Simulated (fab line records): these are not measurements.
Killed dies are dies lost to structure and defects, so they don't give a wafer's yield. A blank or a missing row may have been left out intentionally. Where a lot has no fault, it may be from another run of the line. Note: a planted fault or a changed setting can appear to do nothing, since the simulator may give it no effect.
Chamber matching / flow n5-finfet / N5_FIN_SAQP_SPACER1_ALD_24 on ald-sin-04: 4 sister chambers
The step deposits SiO2, target thk 20.3 nm, pulse time 1 s, purge time 2 s. 8 wafers are shown with their chamber, then 9 later ones without.

EACH WAFER AND ITS CHAMBER
wafer=L081.2; chamber=2; heater-power-w (W)=422; heater-power-outer-w (W)=246
wafer=L083.3; chamber=3; heater-power-w (W)=532; heater-power-outer-w (W)=310
wafer=L083.4; chamber=2; heater-power-w (W)=426; heater-power-outer-w (W)=252
wafer=L086.5; chamber=1; heater-power-w (W)=433; heater-power-outer-w (W)=260
wafer=L086.6; chamber=0; heater-power-w (W)=489; heater-power-outer-w (W)=273
wafer=L087.2; chamber=1; heater-power-w (W)=444; heater-power-outer-w (W)=266
wafer=L087.4; chamber=0; heater-power-w (W)=494; heater-power-outer-w (W)=281
wafer=L087.6; chamber=3; heater-power-w (W)=565; heater-power-outer-w (W)=303

WAFERS WHOSE CHAMBER IS MISSING
wafer=L089.1; heater-power-w (W)=473; heater-power-outer-w (W)=274
wafer=L089.2; heater-power-w (W)=439; heater-power-outer-w (W)=261
wafer=L089.3; heater-power-w (W)=419; heater-power-outer-w (W)=254
wafer=L091.1; heater-power-w (W)=450; heater-power-outer-w (W)=261
wafer=L091.2; heater-power-w (W)=519; heater-power-outer-w (W)=320
wafer=L091.3; heater-power-w (W)=490; heater-power-outer-w (W)=285
wafer=L094.1; heater-power-w (W)=553; heater-power-outer-w (W)=314
wafer=L094.5; heater-power-w (W)=556; heater-power-outer-w (W)=321
wafer=L094.6; heater-power-w (W)=491; heater-power-outer-w (W)=278

THE CHAMBER EACH PASSED THROUGH
wafer=L089.1; from the rows above=can't be placed: 0 or 1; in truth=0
wafer=L089.2; from the rows above=1; in truth=1
wafer=L089.3; from the rows above=can't be placed: 2 or 1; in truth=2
wafer=L091.1; from the rows above=1; in truth=1
wafer=L091.2; from the rows above=3; in truth=3
wafer=L091.3; from the rows above=0; in truth=0
wafer=L094.1; from the rows above=3; in truth=3
wafer=L094.5; from the rows above=3; in truth=3
wafer=L094.6; from the rows above=0; in truth=0
7 of 9 placed correctly. Unplaceable from these rows: 2, with the true chamber sitting among the candidates in 2. Placed wrongly: 0.
How it was worked out, from the rows above alone: a wafer's distance from a chamber is the root of the sum, over the readings, of the square of ((its reading less the chamber's mean) divided by the reading's scatter). The wafer belongs to the nearest chamber; if the next one is less than 2 further off, it can't be placed. For every chamber, the mean is computed from those of its wafers that are shown. The scatter: the root of (the sum of the squares of (reading less its chamber's mean) over the shown wafers, divided by (wafers less chambers)).
